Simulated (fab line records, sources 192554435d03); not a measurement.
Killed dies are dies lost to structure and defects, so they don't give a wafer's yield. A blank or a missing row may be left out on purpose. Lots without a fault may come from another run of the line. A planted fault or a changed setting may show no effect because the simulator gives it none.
A struck lot beside a sound one | flow n5_finfet | 25 steps out of a route of 1938
Sound: wafers L404.1, L404.4, L404.6. Struck: wafers L422.1, L422.2, L422.5. The cause comes at the end.
At each step with rows: each side's tool, then ch and its chambers, then its first start. Under that, the readings that differ: sound wafers | struck wafers | difference of the means | sigmas: that difference in standard deviations of wafers without a fault.
alike: readings whose means differ by less than 2 such deviations, and words and numbers that are the same on both sides. not compared: withheld readings, readings that some wafer has no value for, bounds like >300 that may hide the same value, and numbers for which the record gives no deviation and whose values overlap.
The two part at a step that has a row with sigmas, a row that says differs or no value, or rows on one side only. Numbers that don't overlap but have no deviation are shown without sigmas and don't part them. A reading that every wafer of one side lacks parts them only if that side has two wafers or more.

first, 1 step without rows for these wafers: N5_DUMMY_REMOVAL_DUMMY_REMOVE_02 (chemistry TMAH, target poly-Si, stops on SiO2, target depth 142 nm, time 57 s, rinse time 30 s).
N5_DUMMY_REMOVAL_INSPECT_06: inspects for defects (brightfield).
  sound on defect_inspect-02, day 4 08:43; struck on defect_inspect-01, day 9 04:47
  alike: raw_defect_count
then, 4 steps without rows for these wafers: N5_DUMMY_REMOVAL_PRECLEAN_08 (cleans in NF3:NH3, afs cycles 2, time 20 s, sublimation time 60 s); N5_DUMMY_REMOVAL_PRECLEAN_04 (cleans in DHF, time 37 s); N5_DUMMY_REMOVAL_SRD_05 (time 30 s); N5_HKMG_FIN_IL_REGROW_00 (material SiO2, chemistry O3, target thk 0.75 nm, time 30 s).
N5_HKMG_FIN_HK_ALD_01: deposits HfO2, target thk 1.6 nm, pulse time 3 s, purge time 3 s.
  sound on ald_hk-01 ch 1,2,3, day 4 09:04; struck on ald_hk-03 ch 0,1,3, day 9 05:09
  alike: precursor_pulse_height_rel
N5_HKMG_FIN_HK_ANNEAL_02: time 30 s.
  sound on rtp_anneal-01 ch 0, day 4 09:15; struck on rtp_anneal-02 ch 0, day 9 05:25
  alike: lamp_power_pct, wafer_temp_C_max
then, 1 step without rows for these wafers: N5_HKMG_FIN_ALD_74 (deposits La2O3, target thk 0.5 nm, pulse time 6 s, co reactant pulse time 1 s).
N5_HKMG_FIN_ALD_75: deposits Al2O3, target thk 1 nm, co reactant pulse time 1 s.
  sound on ald_hk-03 ch 0,1,3, day 4 09:33; struck on ald_hk-02 ch 2,3, day 9 05:43
  alike: heater_power_w, precursor_pulse_height_rel
then, 2 steps without rows for these wafers: N5_HKMG_FIN_COAT_41 (time 60 s, resist thk 300 nm); N5_HKMG_FIN_COAT_42 (time 60 s, resist thk 35 nm).
N5_HKMG_FIN_COAT_43: resist thk 90 nm.
  sound on litho_track-02 ch 0, day 4 09:39; struck on litho_track-04 ch 0, day 9 05:49
  reading                                       | sound                | struck               | difference | sigmas
  spin_speed_rpm (rpm)                          | 1499.5 1501.3 1499.9 | 1581.8 1582.9 1580.8 | +81.6      | +99 or more
  model.CAR-ArF_of_HKMG_FIN_COAT_43.thk_nm (nm) | 90 90 90.2           | 87.4 87.2 87.4       | -2.7       |
then, 5 steps without rows for these wafers: N5_HKMG_FIN_EBR_45; N5_HKMG_FIN_SOFTBAKE_44 (time 60 s); N5_HKMG_FIN_EXPOSE_46 (exposes mask NDIPOLE); N5_HKMG_FIN_PEB_47 (peb time 60 s); N5_HKMG_FIN_DEVELOP_48 (develop time 30 s).
N5_HKMG_FIN_CD_MEAS_49: target cd 202 nm.
  sound on cd_sem-03 ch 0, day 4 09:53; struck on cd_sem-01 ch 0, day 9 06:10
  alike: cd_nm
N5_HKMG_FIN_OVL_MEAS_50:
  sound on overlay-02 ch 0, day 4 09:55; struck on overlay-01 ch 0, day 9 06:12
  alike: NDIPOLE_OVL
N5_HKMG_FIN_INSPECT_61: inspects for defects (macro).
  sound on defect_inspect-02, day 4 09:56; struck on defect_inspect-01, day 9 06:14
  alike: raw_defect_count
N5_HKMG_FIN_DESCUM_53: chemistry O2, time 7.9 s.
  sound on rie_diel-03 ch 1,2, day 4 09:58; struck on rie_diel-02 ch 0,3, day 9 06:29
  alike: drypump_motor_current_A, oes_product_au, rf_vpp_V, showerhead_plenum_p_Torr, throttle_valve_pct
  not compared: rf_hours_counter_h
N5_HKMG_FIN_ETCH_54: etches SiARC in CF4, target depth 45.5 nm, time 75.8 s.
  sound on rie_diel-03 ch 1,2, day 4 10:01; struck on rie_diel-02 ch 0,3, day 9 06:31
  reading                                       | sound      | struck       | difference | sigmas
  model.CAR-ArF_of_HKMG_FIN_COAT_43.thk_nm (nm) | 51 50.8 51 | 48.2 48 48.4 | -2.7       |
  alike: drypump_motor_current_A, etch_rf_on_time_s, oes_product_au, rf_vpp_V, showerhead_plenum_p_Torr, throttle_valve_pct
  not compared: rf_hours_counter_h
N5_HKMG_FIN_ETCH_55: etches SOC in N2/H2, target depth 240 nm, time 300 s.
  sound on rie_diel-03 ch 1,2, day 4 10:04; struck on rie_diel-02 ch 0,3, day 9 06:34
  alike: drypump_motor_current_A, oes_product_au, rf_vpp_V, showerhead_plenum_p_Torr, throttle_valve_pct
  not compared: rf_hours_counter_h
-- the record jumps here: 4 days lie between the struck wafers' starts before and after (it left off in module HKMG_FIN and takes up again in module BEOL_M4, whose first step shown is number 1111 of the route) --
N5_BEOL_M4_RC_MEAS_101:
  sound on prober-02 ch 0, day 8 10:47; struck on prober-01 ch 0, day 13 01:11
  reading        | sound             | struck            | difference | sigmas
  DIBL_N (mV/V)  | 39.1 38.1 40.1    | 32.4 34.6 34.5    | -5.3       | -4
  DIBL_P (mV/V)  | 38.8 38.1 39.1    | 33.3 35.6 35.4    | -3.9       | -2
  IOFF_N (nA/um) | 0.194 0.171 0.219 | 0.116 0.152 0.141 | -0.058     | -2
  SS_P (mV/dec)  | 73.5 73.6 74.2    | 72.3 72.6 73.0    | -1.1       | -2
  alike: IOFF_P, ION_N, ION_P, SS_N, VT_N, VT_P

WHERE THEY PART
First at N5_HKMG_FIN_COAT_43; last, within this record, at N5_BEOL_M4_RC_MEAS_101.

WHY: what the simulator had put in
Process parameter drift: litho_track-04, from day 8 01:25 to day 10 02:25, at N5_HKMG_FIN_COAT_43. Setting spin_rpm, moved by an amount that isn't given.
